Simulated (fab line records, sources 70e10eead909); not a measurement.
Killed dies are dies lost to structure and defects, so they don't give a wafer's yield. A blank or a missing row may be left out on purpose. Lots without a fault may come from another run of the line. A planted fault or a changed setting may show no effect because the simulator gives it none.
Chamber matching | flow nand_harc | NHARC_A_M1_DESCUM_14 on rie_diel-12: 4 sister chambers
The step chemistry O2, time 3 s. 14 wafers are shown with their chamber, then 7 later ones without.

WAFERS WITH THEIR CHAMBER
wafer  | chamber | showerhead_plenum_p_Torr (Torr) | drypump_motor_current_A (A) | oes_product_au (a.u.)
L075.3 | 3       | 2.04                            | 5.9                         | 0.988
L075.4 | 1       | 2.06                            | 5.2                         | 0.999
L075.5 | 2       | 1.97                            | 5.6                         | 0.989
L077.1 | 0       | 1.85                            | 5.7                         | 1.023
L077.2 | 3       | 2.04                            | 5.9                         | 0.996
L077.4 | 2       | 1.97                            | 5.6                         | 0.985
L083.1 | 1       | 2.05                            | 5.1                         | 0.988
L083.2 | 3       | 2.04                            | 6.0                         | 0.984
L083.5 | 2       | 1.97                            | 5.6                         | 1.001
L088.2 | 2       | 1.97                            | 5.6                         | 1.009
L088.3 | 1       | 2.05                            | 5.2                         | 1.008
L088.4 | 3       | 2.04                            | 6.0                         | 0.991
L089.4 | 3       | 2.04                            | 5.9                         | 0.979
L089.5 | 1       | 2.05                            | 5.1                         | 0.990

SIGNATURES (means of the wafers above)
reading                  | chamber 0 | chamber 1 | chamber 2 | chamber 3 | scatter within a chamber
showerhead_plenum_p_Torr | 1.8500    | 2.0525    | 1.9700    | 2.0400    | 0.00274
drypump_motor_current_A  | 5.700     | 5.150     | 5.600     | 5.940     | 0.0469
oes_product_au           | 1.02300   | 0.99625   | 0.99600   | 0.98760   | 0.00887
Rule: a wafer's distance from a chamber is the root of the sum, over the readings, of the square of ((its reading less the chamber's mean) divided by the reading's scatter). The wafer belongs to the nearest chamber; if the next one is less than 2 further off, it can't be placed. The scatter: the root of (the sum of the squares of (reading less its chamber's mean) over the shown wafers, divided by (wafers less chambers)).

WAFERS WITHOUT THEIR CHAMBER
wafer  | showerhead_plenum_p_Torr (Torr) | drypump_motor_current_A (A) | oes_product_au (a.u.)
L089.6 | 1.97                            | 5.6                         | 0.985
L092.2 | 1.85                            | 5.7                         | 1.016
L092.3 | 2.04                            | 6.0                         | 0.990
L092.6 | 2.04                            | 5.9                         | 1.000
L095.1 | 2.05                            | 5.2                         | 1.009
L095.4 | 1.85                            | 5.7                         | 1.023
L095.6 | 1.85                            | 5.7                         | 1.017

WHICH CHAMBER EACH WENT THROUGH
wafer  | from the rows above | in truth
L089.6 | 2                   | 2
L092.2 | 0                   | 0
L092.3 | 3                   | 3
L092.6 | 3                   | 3
L095.1 | 1                   | 1
L095.4 | 0                   | 0
L095.6 | 0                   | 0
Placed correctly: 7 of 7. Can't be placed from these rows: 0. Placed wrongly: 0.
